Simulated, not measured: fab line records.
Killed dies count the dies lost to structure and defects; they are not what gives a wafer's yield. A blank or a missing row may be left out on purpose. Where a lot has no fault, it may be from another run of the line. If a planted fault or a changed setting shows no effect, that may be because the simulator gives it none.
Which tool was responsible? | flow nandHarc | 13 lots, 39 wafers sampled, at 5 steps of a route of 1159

WHAT EACH GAUGE READ, for each wafer
NHARC_P_M2_THK_MEAS_24: measures by xrf.
lot  | measured     | on           | thkNm (nm)
L476 | day 6 15:59  | filmMetro-01 | 143.1 145.4 144.0
L477 | day 6 16:38  | filmMetro-02 | 144.2 143.9 145.4
L478 | day 7 01:39  | filmMetro-01 | 146.6 145.5 144.6
L481 | day 7 07:29  | filmMetro-02 | 142.7 143.8 143.9
L482 | day 7 22:39  | filmMetro-01 | 144.0 143.2 142.9
L484 | day 8 13:52  | filmMetro-02 | 144.7 143.9 146.3
L490 | day 9 13:01  | filmMetro-01 | 146.0 143.4 144.1
L489 | day 9 14:44  | filmMetro-01 | 142.4 143.9 144.6
L493 | day 10 15:01 | filmMetro-02 | 141.8 143.7 143.4
L494 | day 10 16:00 | filmMetro-01 | 145.9 143.4 143.5
L495 | day 10 19:39 | filmMetro-01 | 146.9 143.6 145.8
L497 | day 11 16:34 | filmMetro-02 | 143.9 143.2 144.4
L499 | day 11 19:18 | filmMetro-01 | 145.1 143.1 145.9

NHARC_END_SORT_01.
lot  | measured     | on        | defectLimitedYield (%) | killedAtArray | killedAtOther | killedAtPeriphery | killedDies | killedOpen | killedShort | sort_bin_2_pct (%) | sort_bin_3_pct (%) | sort_bin_4_pct (%) | sortNPass   | sortRimYieldPct (%) | sortYieldPct (%)
L476 | day 19 16:32 | prober-02 | 96.3 96.8 96.6         | 24 21 21      | 0 0 1         | 1 1 1             | 25 22 23   | 4 3 1      | 0 0 1       | 1.5 0.9 0.9        | 0.15 0.15 0.30     | 2.1 2.2 2.2        | 652 655 654 | 100.0 96.2 98.1     | 96.3 96.8 96.6
L477 | day 19 16:41 | prober-01 | 96.8 97.3 97.9         | 21 16 7       | 0 0 3         | 1 2 4             | 22 18 14   | 0 2 1      | 3 2 2       | 0.6 0.7 0.7        | 0.44 0 0.30        | 2.2 1.9 1.0        | 655 659 663 | 95.3 96.2 100.0     | 96.8 97.3 97.9
L478 | day 20 01:54 | prober-02 | 97.2 97.6 97.6         | 8 12 13       | 1 2 0         | 10 2 3            | 19 16 16   | 3 2 4      | 0 2 1       | 1.2 0.6 1.0        | 0 0 0              | 1.6 1.8 1.3        | 658 661 661 | 93.4 98.1 97.2      | 97.2 97.6 97.6
L481 | day 20 12:49 | prober-02 | 96.8 96.2 97.2         | 18 21 17      | 2 0 0         | 2 5 2             | 22 26 19   | 2 0 1      | 2 1 0       | 0.4 0.9 0.7        | 0.30 0 0           | 2.5 3.0 2.1        | 655 651 658 | 94.3 92.5 94.3      | 96.8 96.2 97.2
L482 | day 20 21:01 | prober-02 | 94.2 93.1 94.5         | 38 47 35      | 0 0 0         | 1 0 2             | 39 47 37   | 2 4 0      | 3 2 6       | 1.3 1.9 1.6        | 0.15 0.30 0.30     | 4.3 4.7 3.5        | 638 630 640 | 97.2 92.5 94.3      | 94.2 93.1 94.5
L484 | day 21 14:41 | prober-01 | 97.9 96.5 97.2         | 12 21 15      | 0 0 0         | 2 3 4             | 14 24 19   | 3 6 2      | 0 3 0       | 0.4 1.0 0.4        | 0 0.15 0           | 1.6 2.4 2.4        | 663 653 658 | 98.1 94.3 99.1      | 97.9 96.5 97.2
L490 | day 22 02:00 | prober-02 | 93.6 93.1 93.4         | 34 36 40      | 3 5 4         | 6 6 1             | 43 47 45   | 1 2 0      | 3 0 3       | 2.1 2.5 2.4        | 0.30 0.44 0.59     | 4.0 4.0 3.7        | 634 630 632 | 95.3 96.2 97.2      | 93.6 93.1 93.4
L489 | day 22 14:04 | prober-01 | 94.2 92.9 93.8         | 37 39 36      | 0 0 0         | 2 9 6             | 39 48 42   | 2 3 2      | 5 3 3       | 1.9 2.1 1.5        | 0.30 0.15 0.59     | 3.5 4.9 4.1        | 638 629 635 | 95.3 96.2 95.3      | 94.2 92.9 93.8
L493 | day 24 11:25 | prober-01 | 95.1 95.3 95.7         | 23 29 24      | 4 1 2         | 6 2 3             | 33 32 29   | 2 5 4      | 3 1 4       | 1.6 1.0 1.3        | 0.30 0.30 0.15     | 3.0 3.4 2.8        | 644 645 648 | 92.5 95.3 98.1      | 95.1 95.3 95.7
L494 | day 24 08:58 | prober-02 | 93.8 94.1 93.9         | 40 39 41      | 1 1 0         | 1 0 0             | 42 40 41   | 3 1 2      | 0 1 2       | 1.8 2.5 2.1        | 0.30 0 0.30        | 4.1 3.4 3.7        | 635 637 636 | 94.3 93.4 95.3      | 93.8 94.1 93.9
L495 | day 24 17:31 | prober-02 | 98.1 97.3 97.9         | 13 14 10      | 0 2 2         | 0 2 2             | 13 18 14   | 2 6 1      | 2 1 1       | 0.1 0.6 0.7        | 0 0.15 0.15        | 1.8 1.9 1.2        | 664 659 663 | 98.1 95.3 96.2      | 98.1 97.3 97.9
L497 | day 25 02:11 | prober-01 | 94.7 94.7 95.3         | 32 28 24      | 0 1 0         | 4 7 8             | 36 36 32   | 1 3 1      | 2 3 4       | 2.2 1.9 1.6        | 0 0.30 0           | 3.1 3.1 3.1        | 641 641 645 | 92.5 96.2 92.5      | 94.7 94.7 95.3
L499 | day 25 09:50 | prober-02 | 91.9 92.9 93.1         | 46 44 43      | 5 2 0         | 4 2 4             | 55 48 47   | 4 2 4      | 3 2 1       | 2.7 2.2 2.5        | 0.15 0.44 0.15     | 5.3 4.4 4.3        | 622 629 630 | 95.3 91.5 94.3      | 91.9 92.9 93.1

TOOL THAT RAN EACH LOT (tool first, then ch and the chambers of the sampled wafers, then the start)
lot  | NHARC_P_M2_PVD_21                      | NHARC_P_M2_ANNEAL_31            | NHARC_P_BONDPAD_EXPOSE_06
L476 | pvdSputter-03, day 6 15:20 or earlier  | rtpAnneal-02 ch 0, day 6 15:20  | krfScanner-02 ch 0, day 6 17:38
L477 | pvdSputter-03, day 6 15:58 or earlier  | rtpAnneal-02 ch 0, day 6 15:58  | krfScanner-01 ch 0, day 6 18:28
L478 | pvdSputter-02, day 7 01:05 or earlier  | rtpAnneal-01 ch 0, day 7 01:05  | krfScanner-01 ch 0, day 7 03:19
L481 | pvdSputter-01, day 7 06:50 or earlier  | rtpAnneal-02 ch 0, day 7 06:50  | krfScanner-02 ch 0, day 7 09:20
L482 | pvdSputter-02, day 7 22:00 or earlier  | rtpAnneal-02 ch 0, day 7 22:00  | krfScanner-01 ch 0, day 8 00:28
L484 | pvdSputter-03, day 8 13:13 or earlier  | rtpAnneal-01 ch 0, day 8 13:13  | krfScanner-01 ch 0, day 8 15:53
L490 | pvdSputter-02, day 9 12:21 or earlier  | rtpAnneal-02 ch 0, day 9 12:21  | krfScanner-02 ch 0, day 9 14:44
L489 | pvdSputter-02, day 9 14:04 or earlier  | rtpAnneal-01 ch 0, day 9 14:04  | krfScanner-02 ch 0, day 9 16:45
L493 | pvdSputter-01, day 10 14:31 or earlier | rtpAnneal-02 ch 0, day 10 14:31 | krfScanner-02 ch 0, day 10 16:53
L494 | pvdSputter-03, day 10 15:20 or earlier | rtpAnneal-02 ch 0, day 10 15:20 | krfScanner-02 ch 0, day 10 17:48
L495 | pvdSputter-01, day 10 19:02 or earlier | rtpAnneal-01 ch 0, day 10 19:02 | krfScanner-02 ch 0, day 10 21:22
L497 | pvdSputter-03, day 11 16:00 or earlier | rtpAnneal-01 ch 0, day 11 16:00 | krfScanner-02 ch 0, day 11 18:24
L499 | pvdSputter-03, day 11 18:44 or earlier | rtpAnneal-02 ch 0, day 11 18:44 | krfScanner-04 ch 0, day 11 21:13
- NHARC_P_M2_PVD_21: deposits Cu, target thk 30 nm, time 20.49 s.
- NHARC_P_M2_ANNEAL_31: time 90 s.
- NHARC_P_BONDPAD_EXPOSE_06: exposes mask P BPAD.

AS READ BY THE TOOLS THEMSELVES (means over the sampled wafers that have a number; for cases with no such wafer, the mark the record gives instead)
NHARC_P_M2_PVD_21.
lot  | tool          | throttleValvePct (%)
L476 | pvdSputter-03 | 29.8
L477 | pvdSputter-03 | 30.7
L478 | pvdSputter-02 | 29.8
L481 | pvdSputter-01 | 30.6
L482 | pvdSputter-02 | 29.9
L484 | pvdSputter-03 | 30.2
L490 | pvdSputter-02 | 31.2
L489 | pvdSputter-02 | 30.4
L493 | pvdSputter-01 | 29.8
L494 | pvdSputter-03 | 29.7
L495 | pvdSputter-01 | 29.9
L497 | pvdSputter-03 | 30.2
L499 | pvdSputter-03 | 29.6

NHARC_P_M2_ANNEAL_31.
lot  | tool         | wafer_temp_C_max
L476 | rtpAnneal-02 | 226.3
L477 | rtpAnneal-02 | 226.0
L478 | rtpAnneal-01 | 226.6
L481 | rtpAnneal-02 | 226.2
L482 | rtpAnneal-02 | 226.4
L484 | rtpAnneal-01 | 226.4
L490 | rtpAnneal-02 | 226.0
L489 | rtpAnneal-01 | 226.4
L493 | rtpAnneal-02 | 226.1
L494 | rtpAnneal-02 | 226.4
L495 | rtpAnneal-01 | 226.2
L497 | rtpAnneal-01 | 226.3
L499 | rtpAnneal-02 | 225.9

NHARC_P_BONDPAD_EXPOSE_06.
lot  | tool          | exposureDoseMJCm2
L476 | krfScanner-02 | 37.04
L477 | krfScanner-01 | 37.08
L478 | krfScanner-01 | 31.73
L481 | krfScanner-02 | 37.06
L482 | krfScanner-01 | 32.82
L484 | krfScanner-01 | 33.64
L490 | krfScanner-02 | 37.00
L489 | krfScanner-02 | 37.04
L493 | krfScanner-02 | 37.08
L494 | krfScanner-02 | 37.04
L495 | krfScanner-02 | 37.09
L497 | krfScanner-02 | 37.07
L499 | krfScanner-04 | 37.05

THE ANSWER, worked out from the rows above alone
Rule: the lots themselves supply what counts as usual. The widest of any qualifying gaps counts: lots, ordered by their means at a reading, are off when they make up no more than a third of the lots, leave a main group of 4 or more, and stand apart from it by 3 or more times the standard deviation of that group's means. The tables above print the reading to a certain number of digits; a main group whose means all agree to those digits is not used. A lot without any number at a reading at which 4 lots or more have one is off too. Where the step has rows for the other lots, those lots are counted as sound. After the gauges, taken in route order, come the tools' own readings; for these a lot's mean is taken, as printed above. At the first step where some lot is off, the reading lying furthest off is the one used; lots without a number count as furthest.
Off, at NHARC_P_BONDPAD_EXPOSE_06 on exposureDoseMJCm2: L478, L482, L484. For the main group the mean is 37.05 and the standard deviation 0.025.
If a tool, at that step or one of the process steps before it, ran each lot that is off and ran no sound lot following the first of them, it fits. With no start given for some of its lots, NHARC_P_M2_PVD_21 uses the hours and lot order of NHARC_P_M2_ANNEAL_31. One candidate fits, namely krfScanner-01 at NHARC_P_BONDPAD_EXPOSE_06. A fault onset in the window from L477 (day 6 18:28, its last sound lot) to L478 (day 7 03:19, its first lot off) fits.
The tool's own readings at NHARC_P_BONDPAD_EXPOSE_06 bear it out: on the lots that are off they differ by more than 5 times the standard deviation of the sound lots' means. exposureDoseMJCm2 reads 32.73 there against 37.05 on the sound lots.

WHAT THE SIMULATOR HAD INSERTED
Drift in process parameters on krfScanner-01 at NHARC_P_BONDPAD_EXPOSE_06, starting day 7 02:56. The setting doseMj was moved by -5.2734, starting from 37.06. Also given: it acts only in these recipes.
Struck lots among those shown: L478, L482, L484. The rule given above showed the same thing.
